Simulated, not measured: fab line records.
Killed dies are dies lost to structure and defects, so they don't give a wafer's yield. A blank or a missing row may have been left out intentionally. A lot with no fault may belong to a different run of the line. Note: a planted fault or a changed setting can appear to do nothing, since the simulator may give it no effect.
Matching of chambers | flow n5_finfet | N5_BEOL_M1_ETCH_74 on rie_diel-04 has 3 sister chambers
The step etches underlayer in N2/H2, target depth 6.5 nm, time 5.2 s. 16 wafers are shown with their chamber, then 7 later ones without.

EACH WAFER AND ITS CHAMBER
wafer  | chamber | drypump_motor_current_A (A) | showerhead_plenum_p_Torr (Torr) | oes_product_au (a.u.)
L076.1 | 1       | 5.8                         | 2.52                            | 0.58
L076.3 | 0       | 6.3                         | 2.41                            | 0.58
L076.6 | 1       | 5.8                         | 2.52                            | 0.58
L078.3 | 3       | 5.5                         | 2.60                            | 0.74
L078.4 | 3       | 5.4                         | 2.60                            | 0.74
L078.5 | 1       | 5.8                         | 2.52                            | 0.57
L082.1 | 3       | 5.4                         | 2.59                            | 0.74
L082.2 | 0       | 6.3                         | 2.40                            | 0.57
L082.4 | 3       | 5.4                         | 2.59                            | 0.73
L084.1 | 0       | 6.3                         | 2.40                            | 0.57
L084.2 | 1       | 5.8                         | 2.51                            | 0.57
L084.6 | 0       | 6.3                         | 2.40                            | 0.58
L088.2 | 3       | 5.4                         | 2.59                            | 0.73
L088.3 | 1       | 5.8                         | 2.51                            | 0.57
L088.5 | 1       | 5.8                         | 2.51                            | 0.57
L092.3 | 3       | 5.4                         | 2.58                            | 0.72

SIGNATURES, as means of the wafers listed above
reading                  | chamber 0 | chamber 1 | chamber 3 | scatter within a chamber
drypump_motor_current_A  | 6.300     | 5.800     | 5.417     | 0.0253
showerhead_plenum_p_Torr | 2.4025    | 2.5150    | 2.5917    | 0.00625
oes_product_au           | 0.5750    | 0.5733    | 0.7333    | 0.0066
Rule: distance of a wafer from a chamber = root of the sum over the readings of ((wafer's reading minus chamber's mean) / reading's scatter) squared. The wafer belongs to the nearest chamber; if the next one is less than 2 further off, it can't be placed. The scatter: take each reading less its chamber's mean, square it, sum over the shown wafers, divide by the number of wafers less the number of chambers, and take the root.

WAFERS WHOSE CHAMBER IS MISSING
wafer  | drypump_motor_current_A (A) | showerhead_plenum_p_Torr (Torr) | oes_product_au (a.u.)
L092.4 | 5.5                         | 2.59                            | 0.71
L092.6 | 5.8                         | 2.51                            | 0.57
L093.1 | 5.8                         | 2.51                            | 0.57
L093.4 | 5.7                         | 2.51                            | 0.57
L096.2 | 5.4                         | 2.58                            | 0.72
L096.3 | 6.3                         | 2.72                            | 0.83
L096.4 | 5.4                         | 2.58                            | 0.72

WHICH CHAMBER EACH WENT THROUGH
wafer  | from the rows above | in truth
L092.4 | 3                   | 3
L092.6 | 1                   | 1
L093.1 | 1                   | 1
L093.4 | 1                   | 1
L096.2 | 3                   | 3
L096.3 | 3                   | 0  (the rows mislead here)
L096.4 | 3                   | 3
Correctly placed: 6 of 7. From these rows, 0 cannot be placed. Wrongly placed: 1.
